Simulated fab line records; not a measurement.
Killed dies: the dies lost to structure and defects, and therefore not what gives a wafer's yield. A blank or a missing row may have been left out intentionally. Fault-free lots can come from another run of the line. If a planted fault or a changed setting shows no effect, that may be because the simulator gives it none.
Split-lot study | flow n5-finfet | 21 wafers read from 7 lots, route of 1938 steps

## THE SPLIT
At N5_BEOL_M6_VIA_ETCH_34 (etches SiCOH lowk in C4F6/O2, target depth 126.3 nm, time 50.9 s), the setting time-s was moved away from the recipe's 50.9 s on 4 of the 21 wafers read, by -22.0% to -17.5%. For the rest of the wafers, this setting stayed at what the recipe calls for.

The reading comes from the split's own step.

## THE READING
SOC_of_BEOL_M6_COAT_63.thk-nm (the simulator's own value, which no gauge read), in nm, at N5_BEOL_M6_VIA_ETCH_34 (etches SiCOH lowk in C4F6/O2, target depth 126.3 nm, time 50.9 s). The file gives no usual value for it. The 17 wafers here that ran the recipe average 53.9 nm, standard deviation 0.19 nm.

wafer  | tool, chamber at the split | time-s as run, s | against the recipe | SOC_of_BEOL_M6_COAT_63.thk-nm, nm | against lot-mates on the recipe
L074.1 | rie-diel-01, 2             | 50.9             | recipe             | 54                                | -
L074.4 | rie-diel-01, 3             | 50.9             | recipe             | 53.6                              | -
L074.5 | rie-diel-01, 0             | 39.69            | -22.0%             | 55.2                              | +1.4
L078.3 | rie-diel-06, 1             | 50.9             | recipe             | 53.6                              | -
L078.4 | rie-diel-06, 2             | 50.9             | recipe             | 54                                | -
L078.6 | rie-diel-06, 1             | 50.9             | recipe             | 53.8                              | -
L082.3 | rie-diel-06, 1             | 50.9             | recipe             | 54                                | -
L082.4 | rie-diel-06, 0             | 50.9             | recipe             | 54.2                              | -
L082.5 | rie-diel-06, 2             | 50.9             | recipe             | 54.2                              | -
L086.2 | rie-diel-06, 0             | 40.88            | -19.7%             | 55.2                              | +1.1
L086.4 | rie-diel-06, 2             | 50.9             | recipe             | 54.2                              | -
L086.5 | rie-diel-06, 3             | 50.9             | recipe             | 54                                | -
L087.4 | rie-diel-04, 3             | 39.97            | -21.5%             | 55.2                              | +1.4
L087.5 | rie-diel-04, 0             | 50.9             | recipe             | 53.8                              | -
L087.6 | rie-diel-04, 2             | 50.9             | recipe             | 53.8                              | -
L093.1 | rie-diel-01, 1             | 50.9             | recipe             | 54                                | -
L093.3 | rie-diel-01, 2             | 50.9             | recipe             | 54                                | -
L093.5 | rie-diel-01, 2             | 50.9             | recipe             | 54                                | -
L095.3 | rie-diel-01, 0             | 50.9             | recipe             | 53.8                              | -
L095.5 | rie-diel-01, 0             | 42               | -17.5%             | 54.8                              | +1.1
L095.6 | rie-diel-01, 3             | 50.9             | recipe             | 53.6                              | -

FIT RESULTS
A straight line over all 21 wafers: SOC_of_BEOL_M6_COAT_63.thk-nm changes by -0.0589 nm for each +1% of time-s; r = -0.93; the points scatter about the line by 0.19 nm.
The same after taking each lot's own level away (the mean of its wafers on the recipe; 21 wafers): -0.0621 nm for each +1%; r = -0.98; scatter 0.11 nm.
The reading moves by 1.4 nm for the largest change in time-s, on that fit.
The span of the lots' own levels, 53.70 to 54.13 nm, comes to 2.2 times the standard deviation stated above.
So the lot-to-lot level changes the slope little: the two slopes agree.
Check: +1.35 nm against its lot-mates is what the line predicts for one of the wafers moved furthest among these (-22.0%) when that wafer is left out of the fit. It came out at +1.4 nm against them.

## THE WHOLE CHAIN: every reading that the file lists as answering this split, in the file's order
step                   | what it does                                                     | reading                                                                        | change (the file's fit)                | r (the file's)
N5_BEOL_M6_VIA_ETCH_34 | etches SiCOH lowk in C4F6/O2, target depth 126.3 nm, time 50.9 s | etch.depth-nm (the simulator's own value, which no gauge read)                 | +1.26 nm for each +1% of the setting   | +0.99
N5_BEOL_M6_VIA_ETCH_34 | etches SiCOH lowk in C4F6/O2, target depth 126.3 nm, time 50.9 s | SOC_of_BEOL_M6_COAT_63.thk-nm (the simulator's own value, which no gauge read) | -0.0621 nm for each +1% of the setting | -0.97

## THE FILE'S OWN FIT
SOC_of_BEOL_M6_COAT_63.thk-nm changes by -0.0621 nm for each +1% of time-s, r = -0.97.
